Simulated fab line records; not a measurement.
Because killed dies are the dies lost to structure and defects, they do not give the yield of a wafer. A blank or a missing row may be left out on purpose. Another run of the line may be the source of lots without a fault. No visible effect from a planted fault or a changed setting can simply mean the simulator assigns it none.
Which tool did it?	flow n5Finfet	7 lots with 21 wafers sampled at 6 steps, on a route of 1938 steps

WHAT THE GAUGES SHOWED, per wafer
N5_BEOL_M8_CD_MEAS_18: pitch 80 nm, target cd 40 nm.
lot	measured	on	cdNm (nm)
L312	day 9 18:33	cdSem-01	41.2 40.2 40.0
L315	day 10 05:23	cdSem-02	40.2 40.2 39.8
L318	day 11 08:00	cdSem-01	38.6 41.3 40.6
L322	day 12 07:04	cdSem-03	40.6 41.6 40.4
L321	day 12 15:03	cdSem-02	40.2 39.6 41.2
L329	day 14 06:55	cdSem-02	- - -
L330	day 14 22:09	cdSem-01	- - -

WHAT TOOL EACH LOT RAN ON (gives the tool, then ch and the chambers of the sampled wafers, and finally the start)
lot	N5_BEOL_M7_PRE_CLEAN_45	N5_BEOL_M7_ANNEAL_51	N5_BEOL_M8_CURE_74	N5_BEOL_M8_ETCH_62	N5_BEOL_M8_HM_OPEN_17
L312	pvdSputter-02, day 9 13:49	rtpAnneal-02 ch 0, day 9 14:52	uvCure-03 ch 2, day 9 15:52	rieDiel-04 ch 2,3, day 9 17:52	rieMetal-01 ch 1, day 9 18:08
L315	pvdSputter-03, day 10 00:44	rtpAnneal-02 ch 0, day 10 01:38	uvCure-01 ch 0, day 10 02:32	rieDiel-04 ch 0,2,3, day 10 04:56	rieMetal-02 ch 1, day 10 05:07
L318	pvdSputter-01, day 11 03:31	rtpAnneal-01 ch 0, day 11 04:32	uvCure-03 ch 1, day 11 05:27	rieDiel-04 ch 0,1,3, day 11 07:38	rieMetal-01 ch 0,1, day 11 07:51
L322	pvdSputter-01, day 11 22:13	rtpAnneal-02 ch 0, day 12 00:25	uvCure-03 ch 0, day 12 02:07	rieDiel-06 ch 0,1, day 12 06:37	rieMetal-01 ch 0, day 12 06:49
L321	pvdSputter-03, day 12 07:31	rtpAnneal-02 ch 0, day 12 08:37	uvCure-01 ch 0, day 12 09:32	rieDiel-04 ch 0,1,3, day 12 14:34	rieMetal-03 ch 1, day 12 14:44
L329	pvdSputter-01, day 14 00:51	rtpAnneal-02 ch 0, day 14 01:49	uvCure-02 ch 2, day 14 02:40	rieDiel-05 ch 0,1, day 14 06:33	rieMetal-02 ch 0,1, day 14 06:44
L330	pvdSputter-03, day 14 17:38	rtpAnneal-02 ch 0, day 14 18:35	uvCure-02 ch 2, day 14 19:31	rieDiel-04 ch 0,3, day 14 21:47	rieMetal-02 ch 0,1, day 14 21:58
- N5_BEOL_M7_PRE_CLEAN_45: time 30 s.
- N5_BEOL_M7_ANNEAL_51: time 90 s.
- N5_BEOL_M8_CURE_74: cures SiCOH lowk, time 240 s.
- N5_BEOL_M8_ETCH_62: etches SOC in N2/H2, target depth 110 nm, overetch 22 nm, time 165 s.
- N5_BEOL_M8_HM_OPEN_17: chemistry Cl2/BCl3, target TiN, target depth 20 nm, overetch 6 nm.

THE ANSWER, worked out from the rows above alone
Rule: usual is defined by the lots themselves. The widest of any qualifying gaps counts: lots, ordered by their means at a reading, are off when they make up no more than a third of the lots, leave a main group of 4 or more, and stand apart from it by 3 or more times the standard deviation of that group's means. Not used: any main group whose means are identical at the precision the tables above print for the reading. A lot without any number at a reading at which 4 lots or more have one is off too. The other lots that the step has rows for count as sound.
Off at N5_BEOL_M8_CD_MEAS_18 (cdNm): L329, L330. Without a number there: L329, L330. Main group: mean 40.4 nm, sd 0.28.
A tool fits if, at a process step before that reading, it ran every lot that is off, and no sound lot after the first of them. Gauges at N5_BEOL_M8_CD_MEAS_18: tried the same way as those tools. Can't be told from this: 3 tools fit, rtpAnneal-02 at N5_BEOL_M7_ANNEAL_51, uvCure-02 at N5_BEOL_M8_CURE_74, rieMetal-02 at N5_BEOL_M8_HM_OPEN_17.

WHAT HAD BEEN PUT IN BY THE SIMULATOR
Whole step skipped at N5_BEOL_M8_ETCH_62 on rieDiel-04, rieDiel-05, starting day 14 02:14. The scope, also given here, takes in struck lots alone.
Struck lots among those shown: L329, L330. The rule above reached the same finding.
